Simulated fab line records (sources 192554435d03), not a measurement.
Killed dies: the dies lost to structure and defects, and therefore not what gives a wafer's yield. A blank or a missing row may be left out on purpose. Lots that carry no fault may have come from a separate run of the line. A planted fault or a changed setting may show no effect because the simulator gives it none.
fab line records	flow n5_finfet
record: lots: 6	wafers: 18	last_day: 21
route steps=1938 shown WELL_APT@46 PMOS_HMC_CHANNEL_EPI@57 BEOL_M4@1111 PASSIVATION@1936
lots that met no fault: taken from a fault-free run of the same line
start_h: the number of hours between the record's first day and the start of the first shown wafer of the lot	wait_h: time in hours since the lot's previous step	" unchanged from the row above	L1.1+2: a row that stands for several wafers	- either no value or no given start	* or withheld: withheld	< > ~ a bound
route shown NAME@n: NAME is a module with steps in the file, n the number in the route of the first one	usual: mean and standard deviation over wafers with no fault	same: alike in all rows	chamber/n: place in a boat	sites: the reading at each site	_std_site: how widely they spread, as a standard deviation	_edge_site: inner sites' mean taken away from outer sites' mean	radius_mm: for every site, how far away it sits from the centre of the wafer	mask NAME#n: copy n	behind: tool/chamber where the wafer was last shaped	hold: why the lot was held/for how many hours/how that ended	device: whichever transistor did not switch (one of n, p or np)	end of line: at the end of the route, the tests of the same wafers	step lacking rows: just its recipe	killed: dies lost to structure and defects at the first sort, not the wafer's yield	map: the dies of a wafer, with x for killed, . for not killed, _ for no die there
set.NAME: the run value of the setting; set.NAME@STEP: its run value at that earlier step	model.NAME: the simulator's own value behind a step, which no gauge read
a table for each step, a row for each wafer; lots at some steps of the route
services: from which hour (start_h, from the record's first day; less than 0 if before it) a tool's chamber was out of use, for how many hours, and why
== steps ==
step: N5_WELL_APT_DESCUM_30
recipe: chemistry: O2	time_s: 7.9	source_power_w: 50	bias_power_w: 20	pressure_mtorr: 20	rf_frequency_hz: 2.712e+07	temp_c: 40	o2_flow_sccm: 225
usual: drypump_motor_current_A: 5.99/0.22	oes_product_au: 0.77/0.058	rf_vpp_V: 242.4/0.98	showerhead_plenum_p_Torr: 2.05/0.045	throttle_valve_pct: 20.51/0.22
lot.wafer	tool	chamber	start_h	wait_h	drypump_motor_current_A	oes_product_au	rf_hours_counter_h	rf_vpp_V	showerhead_plenum_p_Torr	throttle_valve_pct
L965.1	rie_diel-02	2	15.03	0.0	6.15	0.82	98	241.3	2.02	20.05
L965.5	"	3	"	"	6.12	0.74	-	243.7	2.16	20.26
L965.6	"	0	"	"	6.29	0.68	-	242.6	2.07	20.62
L968.1	rie_diel-03	1	33.02	0.1	5.92	0.79	112	242.0	2.01	20.75
L968.2	"	0	"	"	5.45	0.80	105	243.1	2.09	20.54
L968.5	"	1	"	"	5.94	0.79	-	243.0	2.01	20.74
L971.2	rie_diel-02	1	52.26	0.2	6.28	0.69	214	240.7	1.97	20.55
L971.3	"	0	"	"	6.27	0.93	5	243.0	2.07	20.34
L971.5	"	2	"	"	6.17	0.80	-	242.5	2.01	20.05
L985.3	rie_diel-03	2	135.02	0.0	6.05	0.79	93	242.1	2.00	20.27
L985.5	"	3	"	"	5.87	0.74	-	242.9	2.10	20.42
L985.6	"	0	"	"	5.44	0.77	-	244.7	2.08	20.60
L986.2	rie_diel-04	3	141.23	0.0	6.15	0.80	86	241.9	2.03	20.70
L986.4	"	1	"	"	6.05	0.75	140	242.0	2.05	20.77
L986.5	"	2	"	"	5.76	0.70	-	242.8	2.06	20.77
L988.2	rie_diel-04	3	152.90	0.0	6.14	0.79	89	241.1	2.03	20.68
L988.3	"	1	"	"	6.04	0.76	145	240.9	2.05	20.78
L988.6	"	3	"	"	6.14	0.79	-	241.8	2.03	20.69
step: N5_WELL_APT_IMPLANT_31
recipe: species: B	energy_kev: 60	dose_cm2: 1.5e+13	tilt_deg: 0	rotation_deg: 0
step: N5_WELL_APT_IMPLANT_32
recipe: species: BF2	energy_kev: 50	dose_cm2: 2e+13	tilt_deg: 0	rotation_deg: 0
step: N5_WELL_APT_STRIP_33
recipe: chemistry: SPM	time_s: 900	temp_c: 130	h2so4_h2o2_vol_ratio: 4	dry: ipa_marangoni
step: N5_WELL_APT_RTA_34
recipe: temp_c: 1000	time_s: 10	ambient: N2	idle_temp_c: 600	ramp_up_c_per_s: 150	ramp_down_c_per_s: 60	cool_to_c: 600
usual: lamp_power_pct: 13.00/0.059	lamp_zone_7_pct: 13.424/0.027	wafer_temp_C_max: 1003.3/1.1
lot.wafer	tool	chamber	start_h	wait_h	lamp_power_pct	lamp_zone_7_pct	wafer_temp_C_max
L965.1	rtp_anneal-02	0	15.79	0.0	12.97	13.489	1004.7
L965.5	"	0	"	"	13.08	13.398	1003.7
L965.6	"	0	"	"	12.95	13.383	1004.5
L968.1	rtp_anneal-02	0	33.78	0.0	13.00	13.417	1004.0
L968.2	"	0	"	"	13.00	13.402	1002.6
L968.5	"	0	"	"	12.99	13.432	1002.0
L971.2	rtp_anneal-02	0	53.06	0.1	13.03	13.430	1003.8
L971.3	"	0	"	"	13.00	13.434	1002.8
L971.5	"	0	"	"	12.96	13.448	1004.0
L985.3	rtp_anneal-02	0	135.82	0.1	13.10	13.440	1004.2
L985.5	"	0	"	"	12.95	13.417	1004.9
L985.6	"	0	"	"	13.00	13.433	1003.9
L986.2	rtp_anneal-02	0	142.01	0.0	12.94	13.359	1003.1
L986.4	"	0	"	"	12.89	13.454	1002.4
L986.5	"	0	"	"	12.99	13.416	1003.5
L988.2	rtp_anneal-01	0	153.70	0.0	13.05	13.433	1002.5
L988.3	"	0	"	"	13.09	13.424	1004.6
L988.6	"	0	"	"	12.96	13.421	1002.5
step: N5_WELL_APT_OXIDE_STRIP_42
recipe: chemistry: dHF	dilution: 25:1	time_s: 45	temp_c: 25	target: SiO2	target_depth_a: 120
step: N5_WELL_APT_PRECLEAN_36
recipe: chemistry: O3/DIW	time_s: 45	temp_c: 22	o3_ppm: 10
step: N5_WELL_APT_PRECLEAN_39
recipe: chemistry: dHF	time_s: 60	dilution: 150:1	temp_c: 25
step: N5_WELL_APT_SRD_37
recipe: dry: ipa_marangoni	do_ppb: 5	time_s: 30	temp_c: 23	rinse_liquid: diw
step: N5_WELL_APT_EPI_41
recipe: material: Si	target_thk_a: 500	temp_c: 650	precursor: SiH4/H2	pressure_torr: 20	time_s: 297.7
usual: throttle_valve_pct: 11.31/0.18
lot.wafer	tool	chamber	start_h	wait_h	throttle_valve_pct
L965.1	epi_rpcvd-04	0	16.03	0.0	11.00
L965.5	"	0	"	"	11.64
L965.6	"	0	"	"	11.44
L968.1	epi_rpcvd-01	0	34.14	0.0	11.17
L968.2	"	0	"	"	11.39
L968.5	"	0	"	"	11.49
L971.2	epi_rpcvd-04	0	53.38	0.1	11.17
L971.3	"	0	"	"	11.40
L971.5	"	0	"	"	11.41
L985.3	epi_rpcvd-02	0	136.22	0.2	11.17
L985.5	"	0	"	"	11.11
L985.6	"	0	"	"	11.34
L986.2	epi_rpcvd-04	0	142.32	0.1	11.28
L986.4	"	0	"	"	11.34
L986.5	"	0	"	"	11.42
L988.2	epi_rpcvd-01	0	154.07	0.2	11.43
L988.3	"	0	"	"	11.47
L988.6	"	0	"	"	11.54
step: N5_WELL_APT_INSPECT_38
recipe: inspect_instrument: darkfield	mode: post_epi
usual: raw_defect_count: 13/4.1
lot.wafer	tool	chamber	start_h	wait_h	raw_defect_count
L965.1	defect_inspect-01	-	16.67	0.5	8
L965.5	"	-	"	"	13
L965.6	"	-	"	"	18
L968.1	defect_inspect-02	-	34.97	0.7	16
L968.2	"	-	"	"	20
L968.5	"	-	"	"	15
L971.2	defect_inspect-01	-	53.92	0.4	8
L971.3	"	-	"	"	10
L971.5	"	-	"	"	18
L985.3	defect_inspect-01	-	136.65	0.3	8
L985.5	"	-	"	"	13
L985.6	"	-	"	"	8
L986.2	defect_inspect-01	-	142.86	0.4	10
L986.4	"	-	"	"	12
L986.5	"	-	"	"	12
L988.2	defect_inspect-02	-	154.77	0.6	17
L988.3	"	-	"	"	15
L988.6	"	-	"	"	10
step: N5_PMOS_HMC_CHANNEL_EPI_HM_DEP_34
recipe: material: SiO2	target_thk_a: 360	temp_c: 400	precursor: TEOS/O2	pressure_torr: 6.5	rf_w: 900	teos_flow_sccm: 161.4	gas: O2	flow_sccm: 2650	time_s: 6.9
usual: heater_power_w: 580/120	showerhead_plenum_p_Torr: 8.34/0.033	throttle_valve_pct: 18.3/0.7
lot.wafer	tool	chamber	start_h	wait_h	heater_power_w	showerhead_plenum_p_Torr	throttle_valve_pct
L965.1	pecvd-02	2	16.71	0.0	444	8.35	17.5
L965.5	"	0	"	"	537	8.35	19.1
L965.6	"	1	"	"	627	8.35	18.0
L968.1	pecvd-01	2	35.01	0.0	639	8.34	16.6
L968.2	"	0	"	"	691	8.29	19.8
L968.5	"	1	"	"	601	8.40	18.5
L971.2	pecvd-04	1	53.95	0.0	453	8.35	18.0
L971.3	"	2	"	"	518	8.38	17.5
L971.5	"	1	"	"	457	8.33	17.9
L985.3	pecvd-04	0	136.69	0.0	784	8.29	18.8
L985.5	"	0	"	"	777	8.29	18.8
L985.6	"	2	"	"	636	8.38	18.0
L986.2	pecvd-01	0	142.90	0.0	692	8.28	19.7
L986.4	"	2	"	"	668	8.32	17.0
L986.5	"	0	"	"	678	8.28	19.6
L988.2	pecvd-04	2	154.81	0.0	626	8.38	17.7
L988.3	"	1	"	"	463	8.36	18.3
L988.6	"	1	"	"	461	8.32	18.1
step: N5_PMOS_HMC_CHANNEL_EPI_COAT_31
recipe: resist: BARC	temp_c: 205	time_s: 60	spin_rpm: 1500	resist_thk_nm: 66
usual: dispense_pressure_kPa: 46.9/2.2	heater_power_total_W: 391.7/1.3	plate_temp_C: 205.03/0.17
lot.wafer	tool	chamber	start_h	wait_h	dispense_pressure_kPa	heater_power_total_W	plate_temp_C
L965.1	litho_track-04	0	16.76	0.0	44.2	393.1	204.84
L965.5	"	0	"	"	44.2	391.5	204.95
L965.6	"	0	"	"	44.2	392.9	204.84
L968.1	litho_track-02	0	35.07	0.0	48.1	390.7	205.01
L968.2	"	0	"	"	48.2	392.8	205.12
L968.5	"	0	"	"	48.2	390.8	205.05
L971.2	litho_track-04	0	54.01	0.0	44.1	392.6	205.07
L971.3	"	0	"	"	44.1	389.6	205.25
L971.5	"	0	"	"	44.1	390.0	205.04
L985.3	litho_track-04	0	136.74	0.0	44.2	406.3	210.35
L985.5	"	0	"	"	44.2	401.6	210.01
L985.6	"	0	"	"	44.1	406.2	210.38
L986.2	litho_track-04	0	142.95	0.0	44.1	405.1	210.26
L986.4	"	0	"	"	44.1	401.8	210.15
L986.5	"	0	"	"	44.2	401.7	210.18
L988.2	litho_track-02	0	154.87	0.0	48.2	391.1	204.73
L988.3	"	0	"	"	48.2	392.3	204.98
L988.6	"	0	"	"	48.2	389.4	204.94
step: N5_PMOS_HMC_CHANNEL_EPI_COAT_03
recipe: resist: CAR-ArF-block	spin_rpm: 1500	resist_thk_nm: 205
step: N5_BEOL_M4_RC_MEAS_101
usual: DIBL_N: 36.3/1.9	DIBL_P: 36.6/2.4	IOFF_N: 0.17/0.037	IOFF_P: 0.23/0.04	ION_N: 682/14	ION_P: 468/8.6	SS_N: 71.6/0.67	SS_P: 73.4/0.71	VT_N: 248/3.3	VT_P: -248.9/2.9
lot.wafer	tool	chamber	start_h	wait_h	DIBL_N[mV/V]	DIBL_P[mV/V]	IOFF_N[nA/um]	IOFF_P[nA/um]	ION_N[uA/um]	ION_P[uA/um]	SS_N[mV/dec]	SS_P[mV/dec]	VT_N[mV]	VT_P[mV]
L968.1	prober-01	0	199.25	0.0	34.5	35.7	0.16	0.20	669	455	71.2	72.4	249	-250.8
L968.2	"	0	"	"	35.2	37.2	0.18	0.21	688	462	71.9	73.8	247	-250.4
L968.5	"	0	"	"	32.3	34.8	0.13	0.19	677	467	71.4	72.4	249	-247.6
L965.1	prober-01	0	213.53	0.0	35.6	37.3	0.14	0.21	662	459	71.8	72.9	252	-252.3
L965.5	"	0	"	"	37.4	40.1	0.18	0.25	669	466	71.7	74.6	251	-250.5
L965.6	"	0	"	"	35.8	37.3	0.16	0.21	689	469	71.6	73.3	249	-252.1
L971.2	prober-02	0	219.78	0.2	36.9	37.4	0.19	0.24	688	475	71.6	73.6	247	-247.5
L971.3	"	0	"	"	32.2	31.9	0.11	0.16	664	462	70.7	72.1	255	-252.8
L971.5	"	0	"	"	38.7	39.3	0.22	0.28	684	469	72.2	74.0	245	-247.0
L985.3	prober-02	0	345.82	0.3	35.8	35.1	0.16	0.23	678	465	71.3	73.2	249	-247.8
L985.5	"	0	"	"	34.2	32.6	0.13	0.19	662	459	71.3	72.6	252	-250.1
L985.6	"	0	"	"	35.7	35.1	0.15	0.23	695	479	70.8	73.6	249	-246.3
L986.2	prober-02	0	356.60	0.2	35.5	35.5	0.17	0.21	673	468	71.1	73.4	250	-249.7
L986.4	"	0	"	"	38.6	39.7	0.26	0.28	701	475	72.0	74.4	243	-246.8
L986.5	"	0	"	"	34.1	34.7	0.16	0.20	678	471	70.9	74.0	249	-251.5
L988.2	prober-02	0	375.66	0.2	36.7	36.5	0.17	0.21	677	464	71.8	73.8	247	-249.0
L988.3	"	0	"	"	33.3	31.7	0.11	0.14	653	448	70.8	72.1	254	-253.6
L988.6	"	0	"	"	39.6	40.4	0.26	0.29	697	472	71.9	74.7	244	-243.5
step: N5_PASSIVATION_PROBE_49
usual: defect_limited_yield: 91.2/1.5	killed_at_M0_to_M3: 35/12	killed_at_M4_up: 14/5.1	killed_at_contacts: 13/6	killed_at_front_end: 38/12	killed_at_other: 4/3.5	killed_dies: 104/18	killed_open: 68/13	killed_short: 33/8.1	sort_bin_4_leakage: 0.00/0.044	sort_bin_5_function: 5.2/1	sort_bin_6_memory: 3.2/0.69	sort_n_pass: 1076/18	sort_yield_pct: 91.2/1.5
same: gross_dies: 1180	killed_at_back_side: 0	sort_bin_8_speed[%]: 0
lot.wafer	tool	chamber	start_h	wait_h	defect_limited_yield[%]	killed_at_M0_to_M3	killed_at_M4_up	killed_at_contacts	killed_at_front_end	killed_at_other	killed_dies	killed_open	killed_short	sort_bin_4_leakage[%]	sort_bin_5_function[%]	sort_bin_6_memory[%]	sort_n_pass	sort_yield_pct[%]
L985.3	prober-02	-	453.31	0.1	91.5	24	19	19	31	7	100	71	29	0	4.8	3.4	1080	91.5
L985.5	prober-02	-	453.41	0.2	89.9	25	12	25	54	3	119	82	37	0	5.5	4.3	1061	89.9
L985.6	prober-02	-	453.46	0.3	92.5	22	7	17	39	4	89	57	32	0	4.6	2.9	1091	92.5
killed by level:class
L985.3 MOL_CONTACT_COAG:geometric_particle:open=14 BEOL_M4:geometric_particle:open=10 STI_FIN_REVEAL:geometric_particle:open=9 FIN_SAQP:geometric_particle:open=7 BEOL_M3:geometric_particle:open=7 BEOL_M0_SAQP:geometric_particle:short=6 MOL_CONTACT_COAG:geometric_particle:short=5 BEOL_M1:geometric_particle:open=5
L985.5 MOL_CONTACT_COAG:geometric_particle:open=21 FIN_SAQP:geometric_particle:open=18 FIN_SAQP:geometric_particle:short=7 GATE_CUT:geometric_particle:short=7 STI_FIN_REVEAL:geometric_particle:open=6 BEOL_M0_SAQP:geometric_particle:open=5 BEOL_M4:geometric_particle:open=5 DUMMY_GATE:geometric_particle:open=4
L985.6 MOL_CONTACT_COAG:geometric_particle:open=13 FIN_SAQP:geometric_particle:open=9 BEOL_M0_SAQP:geometric_particle:open=9 FIN_SAQP:geometric_particle:short=7 BEOL_M0_SAQP:geometric_particle:short=5 GATE_CUT:geometric_particle:short=4 MOL_CONTACT_COAG:geometric_particle:short=4 BEOL_M1:geometric_particle:open=4
== services ==
tool	chamber	start_h	hours	kind
pecvd-01	-	4.17	1.1	repair
pecvd-04	2	21.12	-	clean
pecvd-04	2	21.12	-	consumable_replace:showerhead
pecvd-04	2	21.12	29.0	scheduled_down
pecvd-04	2	21.12	29.0	vent_cycle
rie_diel-02	0	23.29	-	clean
rie_diel-02	0	23.29	-	consumable_replace:focus_ring
rie_diel-02	0	23.29	20.5	scheduled_down
rie_diel-02	0	23.29	20.5	vent_cycle
rie_diel-03	3	25.73	11.1	repair
pecvd-01	2	27.21	2.1	scheduled_down
rie_diel-04	-	37.98	14.6	pm
epi_rpcvd-01	-	45.43	27.2	pm
litho_track-02	-	55.27	-	consumable_replace:filter
pecvd-02	-	58.79	2.8	pm
pecvd-02	-	76.47	0.8	repair
pecvd-02	-	78.61	0.5	repair
pecvd-02	1	82.39	4.4	repair
rie_diel-03	-	83.71	14.6	pm
rie_diel-04	2	100.26	10.0	repair
rie_diel-03	1	100.86	6.7	repair
rie_diel-02	3	102.85	-	clean
epi_rpcvd-01	-	131.30	14.6	pm
pecvd-04	-	131.97	1.6	repair
== key ==
first_sign: step: N5_PMOS_HMC_CHANNEL_EPI_COAT_31	reading: plate_temp_C	direction: up	sigmas: 31	usual: *	struck: *
effect: step: N5_PMOS_HMC_CHANNEL_EPI_COAT_31	reading: heater_power_total_W	direction: up	sigmas: 9	usual: *	struck: *
met_at N5_PMOS_HMC_CHANNEL_EPI_COAT_31
struck_wafers L985.3,L985.5,L985.6,L986.2,L986.4,L986.5
onset_between 54.01 136.74
fault: kind: process_parameter_drift	tool: litho_track-04	chamber: -	onset_h: 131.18	steps: N5_PMOS_HMC_CHANNEL_EPI_COAT_31	channel: temp_c	offset: *	shape: step	end_h: 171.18	acts_in: *	stated: *
